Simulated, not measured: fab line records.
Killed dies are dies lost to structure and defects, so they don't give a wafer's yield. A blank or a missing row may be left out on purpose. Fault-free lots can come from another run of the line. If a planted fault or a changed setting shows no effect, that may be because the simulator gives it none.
Problem report, 8D (eight disciplines) form, completed by code / flow n5_finfet / the parts of the form that need people (team, actions taken, sign-off) are left out

== 1. WHAT IS WRONG ==
killed_at_M0_to_M3 at N5_PASSIVATION_PROBE_49 reads a mean of 780 on 4 wafers of 3 lots; wafers without a fault read 32 with a standard deviation of 9.8. That is +76 standard deviations from the usual mean.
First observed at day 15 19:28: wafer L888.5, on prober-01. At this step, 9 wafers from 3 lots have a number in the record. The rule behind "out" and "out of limits": a value lying over 4 standard deviations away from the usual mean. The other wafers with a number count as sound.

== 2. WHAT IT IS, AND WHAT IT ISN'T ==
question=which readings at this step | is=killed_at_M0_to_M3, defect_limited_yield, killed_dies, killed_on_rim, sort_bin_5_function, sort_bin_6_memory, sort_n_pass, sort_yield_pct | is not=killed_at_M4_up, killed_at_contacts, killed_at_front_end, killed_at_other
question=which lots | is=L887, L888, L890 | is not=-
question=which wafers of those lots | is=L887.5, L888.5, L890.4, L890.6 | is not=L887.2, L887.6, L888.3, L888.6, L890.5
question=read on which tools | is=prober-01, prober-02 | is not=-
question=when | is=from day 15 19:28 | is not=up to then (1 sound wafer); but 4 sound wafers of L887, L888, L890 came after

== 3. SUSPECTS, AND WHAT RULES EACH OUT ==
Counting: any tool at a process step up to the reading remains a suspect provided it ran every lot that is out. Sound lots after the first of them don't rule it out here, since some wafers of a struck lot are sound.
- ecd_cu-01 at N5_BEOL_M2_ECD_50 (material Cu, target thk 300 nm): kept. It ran every lot that is out, first L887 (day 9 19:01).
The count leaves ecd_cu-01 at N5_BEOL_M2_ECD_50.

== 4. THE CAUSE (what the simulator had put in) ==
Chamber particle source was ecd_cu-01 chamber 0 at N5_BEOL_M2_ECD_50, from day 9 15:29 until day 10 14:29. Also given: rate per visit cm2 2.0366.
After counting, this tool was the only one left.

== 5. THE CHAIN OF EFFECTS, in route order ==
One row per reading whose mean, taken over the struck wafers that have a number, lies over 3 standard deviations from the usual. Scope: only readings with a usual standard deviation given in the record; hours: median across lots of the time from each lot's start at the first step in this table that gives one to its start at this step; sigmas: change in usual standard deviations.
hours=0; step=N5_PASSIVATION_PROBE_49; reading=defect_limited_yield; usual=91.5 %; on struck wafers=29.9; change=-61.6; sigmas=-44
hours=0; step=N5_PASSIVATION_PROBE_49; reading=killed_at_M0_to_M3; usual=32; on struck wafers=780; change=+748; sigmas=+76
hours=0; step=N5_PASSIVATION_PROBE_49; reading=killed_dies; usual=100; on struck wafers=827; change=+727; sigmas=+43
hours=0; step=N5_PASSIVATION_PROBE_49; reading=killed_on_rim; usual=13; on struck wafers=106; change=+94; sigmas=+24
hours=0; step=N5_PASSIVATION_PROBE_49; reading=sort_bin_5_function; usual=5.0 %; on struck wafers=46.9; change=+41.9; sigmas=+45
hours=0; step=N5_PASSIVATION_PROBE_49; reading=sort_bin_6_memory; usual=3.2 %; on struck wafers=17.6; change=+14.4; sigmas=+21
hours=0; step=N5_PASSIVATION_PROBE_49; reading=sort_n_pass; usual=1080; on struck wafers=353; change=-727; sigmas=-43
hours=0; step=N5_PASSIVATION_PROBE_49; reading=sort_yield_pct; usual=91.5 %; on struck wafers=29.9; change=-61.6; sigmas=-44
Its process steps:
- N5_PASSIVATION_PROBE_49

== 6. HOW IT WOULD HAVE BEEN CAUGHT EARLIER ==
In this record the first reading out of limits was taken at day 15 19:28, 148 hours after the fault began at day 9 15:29.
Lots out: 3; all had begun N5_BEOL_M2_ECD_50 on ecd_cu-01 by day 15 19:28. A hold on the tool at that time would have spared none of them.
